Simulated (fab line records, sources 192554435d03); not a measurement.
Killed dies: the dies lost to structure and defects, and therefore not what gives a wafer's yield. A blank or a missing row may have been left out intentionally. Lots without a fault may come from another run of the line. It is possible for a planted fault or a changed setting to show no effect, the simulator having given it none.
Chamber matching | flow n5-finfet | N5_BEOL_M9_ETCH_61 on rie-diel-02: 4 sister chambers
The step etches SiARC in CF4, target depth 39 nm, time 65 s. 18 wafers are shown with their chamber, then 9 later ones without.

== WAFERS WITH THEIR CHAMBER ==
wafer  | chamber | drypump-motor-current-A (A) | showerhead-plenum-p-Torr (Torr) | throttle-valve-pct (%)
L075.2 | 3       | 5.5                         | 2.13                            | 15.68
L075.3 | 2       | 5.8                         | 2.12                            | 15.63
L075.5 | 3       | 5.5                         | 2.13                            | 15.67
L079.2 | 1       | 5.2                         | 2.09                            | 15.23
L079.3 | 3       | 5.4                         | 2.13                            | 15.70
L079.4 | 2       | 5.8                         | 2.11                            | 15.64
L080.2 | 0       | 5.0                         | 1.98                            | 15.76
L080.4 | 2       | 5.8                         | 2.11                            | 15.64
L080.5 | 3       | 5.4                         | 2.13                            | 15.70
L081.2 | 1       | 5.2                         | 2.09                            | 15.23
L081.5 | 0       | 5.0                         | 1.98                            | 15.76
L081.6 | 3       | 5.4                         | 2.13                            | 15.71
L083.4 | 1       | 5.2                         | 2.09                            | 15.23
L083.5 | 0       | 5.0                         | 1.97                            | 15.77
L083.6 | 3       | 5.5                         | 2.13                            | 15.73
L090.1 | 3       | 5.4                         | 2.12                            | 15.74
L090.2 | 2       | 5.8                         | 2.11                            | 15.24
L090.3 | 1       | 5.2                         | 2.08                            | 15.25

SIGNATURES (averages over the wafers above)
reading                  | chamber 0 | chamber 1 | chamber 2 | chamber 3 | scatter within a chamber
drypump-motor-current-A  | 5.000     | 5.200     | 5.800     | 5.443     | 0.035
showerhead-plenum-p-Torr | 1.9767    | 2.0875    | 2.1125    | 2.1286    | 0.00465
throttle-valve-pct       | 15.7633   | 15.2350   | 15.5375   | 15.7043   | 0.0934
Rule: a wafer lies at a distance from a chamber equal to the root of the sum of squares, over the readings, of (its reading less the chamber's mean, divided by the reading's scatter). If the next closest chamber is less than 2 further off than the closest, the wafer can't be placed; otherwise it belongs to the closest. The scatter: the root of (the sum of the squares of (reading less its chamber's mean) over the shown wafers, divided by (wafers less chambers)).

== WAFERS MISSING THEIR CHAMBER ==
wafer  | drypump-motor-current-A (A) | showerhead-plenum-p-Torr (Torr) | throttle-valve-pct (%)
L093.1 | 5.2                         | 2.08                            | 15.27
L093.4 | 5.0                         | 1.97                            | 15.82
L093.6 | 5.2                         | 2.08                            | 15.28
L094.2 | 5.7                         | 2.10                            | 15.23
L094.3 | 5.0                         | 1.97                            | 15.83
L094.6 | 5.2                         | 2.08                            | 15.29
L097.2 | 5.4                         | 2.12                            | 15.77
L097.3 | 5.2                         | 2.08                            | 15.28
L097.5 | 5.4                         | 2.12                            | 15.78

== WHICH CHAMBER EACH ONE RAN IN ==
wafer  | from the rows above | in truth
L093.1 | 1                   | 1
L093.4 | 0                   | 0
L093.6 | 1                   | 1
L094.2 | 2                   | 2
L094.3 | 0                   | 0
L094.6 | 1                   | 1
L097.2 | 3                   | 3
L097.3 | 1                   | 1
L097.5 | 3                   | 3
Correct placement for 9 of the 9. From these rows, 0 cannot be placed. Placed wrongly: 0.
